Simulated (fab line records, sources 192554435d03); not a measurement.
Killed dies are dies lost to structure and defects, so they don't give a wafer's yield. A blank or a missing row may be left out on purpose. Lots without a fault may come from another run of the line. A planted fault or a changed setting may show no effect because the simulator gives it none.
Problem report in the 8D (eight disciplines) form, filled by code | flow n5_finfet | the parts of the form that need people (team, actions taken, sign-off) are left out

1. THE PROBLEM
run_length_s at N5_BEOL_M3_CO_CAP_55 reads a mean of 179.8 s on 2 wafers of 2 lots; wafers without a fault read 125.1 s with a standard deviation of 0.65. That is +84 standard deviations from the usual mean.
The step: material Co, precursor CCTBA/H2, target thk 2 nm, time 102.1 s.
First seen on wafer L886.2, day 8 08:25, on cvd_co-02. The record holds 18 wafers of 6 lots with a number at this step. Rule for "out", or "out of limits": more than 4 standard deviations from the usual mean. The other wafers with a number count as sound.

2. WHAT IT IS AND WHAT IT IS NOT
question                    | is               | is not
which readings at this step | run_length_s     | heater_power_w
which lots                  | L886, L887       | L888, L891, L903, L906
which wafers of those lots  | L886.2, L887.6   | L886.3, L886.6, L887.2, L887.4
read on which tools         | cvd_co-02        | cvd_co-01
when                        | from day 8 08:25 | up to then (2 sound wafers); but 14 sound wafers of L887, L888, L891, L903, L906 came after

3. SUSPECTS, AND WHAT RULES EACH OUT
Counting: a tool at a process step up to the reading stays a suspect if it ran every lot that is out. Sound lots after the first of them don't rule it out here, since some wafers of a struck lot are sound.
- cmp-01 at N5_BEOL_M3_CMP_52 (polishes, stops on SiOC, t overpolish 6.8 s, target thk 40 nm): kept. It ran every lot that is out, first L886 (day 8 08:04).
- cvd_co-02 at N5_BEOL_M3_PRE_CLEAN_60 (time 15 s): kept. It ran every lot that is out, first L886 (day 8 08:22).
- cvd_co-02 at N5_BEOL_M3_CO_CAP_55 (material Co, precursor CCTBA/H2, target thk 2 nm, time 102.1 s): kept. It ran every lot that is out, first L886 (day 8 08:25). Its own readings are out on those wafers: run_length_s.
- Within cvd_co-02 at N5_BEOL_M3_PRE_CLEAN_60: the wafers that are out ran in chamber 1; their sound lot-mates ran in chambers 0, 2.
- Within cvd_co-02 at N5_BEOL_M3_CO_CAP_55: the wafers that are out ran in chamber 1; their sound lot-mates ran in chambers 0, 2.
Left after counting: cmp-01 at N5_BEOL_M3_CMP_52, cvd_co-02 at N5_BEOL_M3_PRE_CLEAN_60, cvd_co-02 at N5_BEOL_M3_CO_CAP_55.

4. THE CAUSE (what the simulator had put in)
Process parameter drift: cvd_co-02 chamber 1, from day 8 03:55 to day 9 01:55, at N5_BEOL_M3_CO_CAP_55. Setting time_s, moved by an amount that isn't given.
Counting left 3 suspects, and this tool is among them.

5. THE CHAIN OF EFFECTS, in route order
Each row: a reading whose mean over the struck wafers that have a number lies more than 3 standard deviations from the usual. Only readings for which the record gives a usual standard deviation are gone through. hours: the time from each lot's start at the first step in this table that gives one to its start at this step, as a median over the lots. sigmas: the change in usual standard deviations.
hours | step                 | reading      | usual   | on struck wafers | change | sigmas
0     | N5_BEOL_M3_CO_CAP_55 | run_length_s | 125.1 s | 179.8            | +54.7  | +84
The process steps in it:
- N5_BEOL_M3_CO_CAP_55: material Co, precursor CCTBA/H2, target thk 2 nm, time 102.1 s.
Later measuring or inspecting steps at which every struck wafer that the step has a row for has a number for every such reading, and none has moved that far: N5_BEOL_M4_RC_MEAS_101.

6. WHAT WOULD HAVE CAUGHT IT SOONER
In this record the first reading out of limits was taken at day 8 08:25, 4 hours after the fault began at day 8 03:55.
